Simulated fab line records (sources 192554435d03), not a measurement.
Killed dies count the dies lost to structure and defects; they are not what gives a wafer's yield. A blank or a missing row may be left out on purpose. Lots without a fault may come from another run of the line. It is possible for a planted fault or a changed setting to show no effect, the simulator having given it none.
Matching of chambers    flow n5Finfet    N5_BEOL_M6_CURE_75 on uvCure-02 has 3 sister chambers
The step cures SiCOH lowk, time 120 s. 6 wafers are shown with their chamber, then 8 later ones without.

## WAFERS PAIRED WITH THEIR CHAMBERS
wafer   chamber  wafer_temp_C_max  lampPowerPct (%)
L679.5  1        372.1             52.33
L679.6  1        372.0             52.24
L684.4  2        372.2             52.30
L686.3  0        371.8             52.39
L686.6  0        371.4             52.38
L691.1  2        372.3             52.37

## WAFERS MISSING THEIR CHAMBER
wafer   wafer_temp_C_max  lampPowerPct (%)
L691.4  372.2             52.33
L691.6  372.2             52.32
L692.1  372.4             52.44
L692.2  371.9             52.31
L692.4  372.1             52.23
L696.2  371.8             52.31
L696.3  371.9             52.33
L696.5  372.0             52.25

## EACH ONE'S CHAMBER
wafer   from the rows above           in truth
L691.4  can't be placed: 2 or 1       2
L691.6  can't be placed: 2 or 1       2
L692.1  can't be placed: 2 or 1       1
L692.2  can't be placed: 1 or 2 or 0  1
L692.4  can't be placed: 1 or 2       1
L696.2  can't be placed: 1 or 0 or 2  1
L696.3  can't be placed: 1 or 2 or 0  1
L696.5  can't be placed: 1 or 2       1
0 of 8 placed correctly. Can't be placed from these rows: 8 (the true chamber is among the candidates in 8). Placed wrongly: 0.
How it was worked out, from the rows above alone: a wafer's distance from a chamber is the root of the sum, over the readings, of the square of ((its reading less the chamber's mean) divided by the reading's scatter). The wafer belongs to the nearest chamber; if the next one is less than 2 further off, it can't be placed. A chamber's mean is the mean of its shown wafers. The scatter is the square root of a quotient: the sum, over the shown wafers, of each reading's squared deviation from its chamber's mean, divided by wafers minus chambers.
